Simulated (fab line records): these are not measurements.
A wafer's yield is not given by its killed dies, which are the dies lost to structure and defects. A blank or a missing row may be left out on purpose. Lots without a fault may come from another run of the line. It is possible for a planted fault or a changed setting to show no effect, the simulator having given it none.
Check of tool commonality -- flow nand harc -- Sample size 2 lots and 4 wafers

## WHY THIS WAS OPENED
Flagged at NHARC_END_SORT_01: reading killed at array, on 2 of 2 lots. Wafers without a fault read 56, standard deviation 17.
Rule: a lot is flagged in two cases, either no wafer of it has a number, or all its wafers with numbers fall more than 4 standard deviations from that mean. All remaining lots are regarded as sound.

lot,measured,on,"killed at array, wafer by wafer",flag
L563,day 32 08:11,prober-01,675 676 671,FLAGGED
L564,day 32 18:21,prober-01,659,FLAGGED
On average the flagged lots' numbers are 670, which is +614 against the usual, or +36 standard deviations.

## EACH LOT AND THE TOOL IT RAN ON
Before the reading, the record contains 4 process steps out of a 1302-step route. Read each cell as the tool, then ch plus the chambers that the sampled wafers visited, then the start.
lot,flag,NHARC_A_BONDPAD_DEP_00,NHARC_A_BONDPAD_CMP_29,NHARC_A_BONDPAD_STRIP_15,NHARC_A_BONDPAD_ETCH_24
L563,FLAGGED,"pecvd-01 ch 1,2, day 31 01:48","cmp-03 ch 2,3, day 31 02:13","rie diel-12 ch 0,1,3, day 31 03:30","rie diel-12 ch 1,3, day 31 03:40"
L564,FLAGGED,"pecvd-01 ch 1, day 31 01:26","cmp-03 ch 1, day 31 01:41","rie diel-12 ch 3, day 31 02:56","rie diel-12 ch 1, day 31 03:04"
What the steps here do:
- NHARC_A_BONDPAD_DEP_00: deposits SiCN, target thk 250 nm.
- NHARC_A_BONDPAD_CMP_29: polishes SiCN, target thk 200 nm.
- NHARC_A_BONDPAD_STRIP_15: strips in O2.
- NHARC_A_BONDPAD_ETCH_24: etches the open film in CF4/N2, target depth 30 nm, time 72.99 s.
- NHARC_END_SORT_01

## FLAGGED OVER TOTAL, TOOL BY TOOL (the gauges that took the reading come last)
step,tool,lots run,flagged,share of the flagged lots,sound lots run after its first flagged lot
NHARC_A_BONDPAD_DEP_00,pecvd-01,2,2,all,0
NHARC_A_BONDPAD_CMP_29,cmp-03,2,2,all,0
NHARC_A_BONDPAD_STRIP_15,rie diel-12,2,2,all,0
NHARC_A_BONDPAD_ETCH_24,rie diel-12,2,2,all,0
NHARC_END_SORT_01,prober-01,2,2,all,0

## WHAT THE TABLE ALLOWS
5 rows of the table ran every flagged lot: pecvd-01 at NHARC_A_BONDPAD_DEP_00, cmp-03 at NHARC_A_BONDPAD_CMP_29, rie diel-12 at NHARC_A_BONDPAD_STRIP_15, rie diel-12 at NHARC_A_BONDPAD_ETCH_24, prober-01 at NHARC_END_SORT_01.
- pecvd-01 at NHARC_A_BONDPAD_DEP_00: 2 of its 2 lots flagged. The start can't be narrowed down: in this sample, it ran no sound lot prior to its first flagged lot.
- cmp-03 at NHARC_A_BONDPAD_CMP_29: 2 of its 2 lots flagged. The start can't be narrowed down: in this sample, it ran no sound lot prior to its first flagged lot.
- rie diel-12 at NHARC_A_BONDPAD_STRIP_15: 2 of its 2 lots flagged. The start can't be narrowed down: in this sample, it ran no sound lot prior to its first flagged lot.
- rie diel-12 at NHARC_A_BONDPAD_ETCH_24: 2 of its 2 lots flagged. The start can't be narrowed down: in this sample, it ran no sound lot prior to its first flagged lot.
- prober-01 at NHARC_END_SORT_01: 2 of its 2 lots flagged. The start can't be narrowed down: in this sample, it ran no sound lot prior to its first flagged lot.
Because each of these 4 tools fits a fault that began at some hour, counting lots does not separate them. More lots, or a look at what each step does to the wafer, might.

## WHAT THE SIMULATOR PUT IN
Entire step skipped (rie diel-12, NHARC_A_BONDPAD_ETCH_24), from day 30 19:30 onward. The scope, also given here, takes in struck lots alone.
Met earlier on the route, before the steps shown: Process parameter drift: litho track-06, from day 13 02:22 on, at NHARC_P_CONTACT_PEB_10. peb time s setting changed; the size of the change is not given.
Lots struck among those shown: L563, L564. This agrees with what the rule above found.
